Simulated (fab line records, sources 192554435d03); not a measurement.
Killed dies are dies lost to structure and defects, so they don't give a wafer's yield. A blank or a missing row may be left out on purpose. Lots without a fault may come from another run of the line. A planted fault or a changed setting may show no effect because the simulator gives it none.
Split-lot experiment | flow n5_finfet | 7 lots, 21 wafers read, on a route of 1938 steps

THE SPLIT
At N5_MOL_CONTACT_COAG_ETCH_91 (etches SOC in N2/H2, target depth 60 nm, overetch 21 nm, time 101.2 s), the setting time_s was moved away from the recipe's 101.2 s on 7 of the 21 wafers read, by -18.6% to +20.4%. The other wafers ran this setting at the recipe's value.

The reading is taken at the split's own step.

THE READING
SiARC_of_MOL_CONTACT_COAG_COAT_76.thk_nm (the simulator's own value, which no gauge read), in nm, at N5_MOL_CONTACT_COAG_ETCH_91 (etches SOC in N2/H2, target depth 60 nm, overetch 21 nm, time 101.2 s). The file gives no usual value for it. The 14 wafers here that ran the recipe average 5.7 nm, standard deviation 0.18 nm.

wafer  | tool, chamber at the split | time_s as run, s | against the recipe | SiARC_of_MOL_CONTACT_COAG_COAT_76.thk_nm, nm | against lot-mates on the recipe
L074.3 | rie_diel-03, 2             | 101.2            | recipe             | 6                                            | -
L074.5 | rie_diel-03, 2             | 82.41            | -18.6%             | 6.6                                          | +0.8
L074.6 | rie_diel-03, 3             | 101.2            | recipe             | 5.6                                          | -
L078.1 | rie_diel-03, 3             | 101.2            | recipe             | 5.6                                          | -
L078.2 | rie_diel-03, 0             | 101.2            | recipe             | 5.8                                          | -
L078.4 | rie_diel-03, 2             | 111.5            | +10.2%             | 5.4                                          | -0.3
L082.4 | rie_diel-01, 1,2           | 101.2            | recipe             | 5.6                                          | -
L082.5 | rie_diel-01, 1,2           | 101.2            | recipe             | 5.6                                          | -
L082.6 | rie_diel-01, 3             | 101.2            | recipe             | 5.4                                          | -
L084.1 | rie_diel-03, 3             | 107.5            | +6.2%              | 5.4                                          | -0.3
L084.4 | rie_diel-03, 2             | 101.2            | recipe             | 5.8                                          | -
L084.6 | rie_diel-03, 3             | 101.2            | recipe             | 5.6                                          | -
L089.1 | rie_diel-01, 0             | 101.2            | recipe             | 6                                            | -
L089.4 | rie_diel-01, 3             | 101.2            | recipe             | 5.4                                          | -
L089.5 | rie_diel-01, 2             | 101.2            | recipe             | 5.6                                          | -
L092.2 | rie_diel-03, 1             | 121.8            | +20.4%             | 4.6                                          | -1.0
L092.6 | rie_diel-03, 1             | 121.8            | +20.4%             | 4.6                                          | -1.0
L092.3 | rie_diel-03, 0             | 101.2            | recipe             | 5.6                                          | -
L097.1 | rie_diel-05, 0             | 87.86            | -13.2%             | 6.4                                          | +0.6
L097.3 | rie_diel-05, 2             | 101.2            | recipe             | 5.8                                          | -
L097.6 | rie_diel-05, 3             | 87.86            | -13.2%             | 6.2                                          | +0.4
Where a row lists several chambers, the file gives one row for several wafers and doesn't say which wafer went through which chamber.

THE FIT
A straight line over all 21 wafers: SiARC_of_MOL_CONTACT_COAG_COAT_76.thk_nm changes by -0.0493 nm for each +1% of time_s; r = -0.94; the points scatter about the line by 0.17 nm.
The same after taking each lot's own level away (the mean of its wafers on the recipe; 21 wafers): -0.0442 nm for each +1%; r = -0.94; scatter 0.15 nm.
On that fit, the largest move of time_s shifts the reading by 0.9 nm.
The lots' own levels span 5.53 to 5.80 nm, that is 1.5 times the standard deviation above.
So the lot-to-lot level changes the slope: the two fits differ.
Check: with one of the wafers moved furthest among these (+20.4%) left out of the fit, the line predicts -0.877 nm for it against its lot-mates. It came out at -1 nm against them.

OTHER SPLITS ON THESE WAFERS
These wafers also went through other splits before the reading. Each is held against what the fit with the lots' levels taken away leaves over:
other split on the same wafers         | wafers away from the commonest value | r with SiARC_of_MOL_CONTACT_COAG_COAT_76.thk_nm (lot level and that fit taken away)
N5_SDB_COAT_05 spin_rpm                | 9                                    | -0.11
N5_HKMG_FIN_ETCH_54 source_w           | 4                                    | +0.25
N5_HKMG_FIN_ETCH_55 time_s             | 10                                   | -0.25
N5_GATE_CUT_ALD_22 ald_cycles          | 4                                    | +0.09
N5_MOL_CONTACT_COAG_ALD_131 ald_cycles | 9                                    | -0.01

THE FILE'S OWN FIT
SiARC_of_MOL_CONTACT_COAG_COAT_76.thk_nm changes by -0.0435 nm for each +1% of time_s, r = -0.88.
